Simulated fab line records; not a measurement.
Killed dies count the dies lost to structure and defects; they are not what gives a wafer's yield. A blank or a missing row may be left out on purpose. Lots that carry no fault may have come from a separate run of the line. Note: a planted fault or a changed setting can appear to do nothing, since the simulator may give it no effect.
Chamber matching || flow n5_finfet || 4 sister chambers for N5_SD_EPI_N_SD_RECESS_17 on rie_si-04
The step chemistry HBr/Cl2/O2, target depth 41 nm, time 23.7 s, bt time 3 s. 4 wafers are shown with their chamber, then 10 later ones without.

## WAFERS, EACH WITH ITS CHAMBER
{"wafer": "L087.1", "chamber": 3, "drypump_motor_current_A (A)": 5.8}
{"wafer": "L087.2", "chamber": 0, "drypump_motor_current_A (A)": 6.2}
{"wafer": "L089.1", "chamber": 2, "drypump_motor_current_A (A)": 5.2}
{"wafer": "L089.2", "chamber": 1, "drypump_motor_current_A (A)": 5.2}

## WAFERS MISSING THEIR CHAMBER
{"wafer": "L089.5", "drypump_motor_current_A (A)": 5.2}
{"wafer": "L090.2", "drypump_motor_current_A (A)": 5.2}
{"wafer": "L090.4", "drypump_motor_current_A (A)": 5.9}
{"wafer": "L090.6", "drypump_motor_current_A (A)": 6.2}
{"wafer": "L091.1", "drypump_motor_current_A (A)": 5.9}
{"wafer": "L091.2", "drypump_motor_current_A (A)": 5.2}
{"wafer": "L091.6", "drypump_motor_current_A (A)": 6.2}
{"wafer": "L092.1", "drypump_motor_current_A (A)": 5.2}
{"wafer": "L092.2", "drypump_motor_current_A (A)": 5.8}
{"wafer": "L092.3", "drypump_motor_current_A (A)": 5.2}

## THE CHAMBER EACH PASSED THROUGH
{"wafer": "L089.5", "from the rows above": "can't be placed: 1 or 2", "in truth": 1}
{"wafer": "L090.2", "from the rows above": "can't be placed: 1 or 2", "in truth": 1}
{"wafer": "L090.4", "from the rows above": 3, "in truth": 3}
{"wafer": "L090.6", "from the rows above": 0, "in truth": 0}
{"wafer": "L091.1", "from the rows above": 3, "in truth": 3}
{"wafer": "L091.2", "from the rows above": "can't be placed: 1 or 2", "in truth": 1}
{"wafer": "L091.6", "from the rows above": 0, "in truth": 0}
{"wafer": "L092.1", "from the rows above": "can't be placed: 1 or 2", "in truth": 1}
{"wafer": "L092.2", "from the rows above": 3, "in truth": 3}
{"wafer": "L092.3", "from the rows above": "can't be placed: 1 or 2", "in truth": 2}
Correctly placed: 5 of 10. Not placeable from these rows: 5 (in 5, the candidates include the true chamber). Number placed wrongly: 0.
How it was worked out, from the rows above alone: a wafer's distance from a chamber is the root of the sum, over the readings, of the square of ((its reading less the chamber's mean) divided by the reading's scatter). If the next closest chamber is less than 2 further off than the closest, the wafer can't be placed; otherwise it belongs to the closest. The mean given for a chamber averages the wafers shown for that chamber. The scatter (one wafer shown for each chamber): square how far every hidden wafer sits from the nearest shown wafer, average those squares and take the square root.
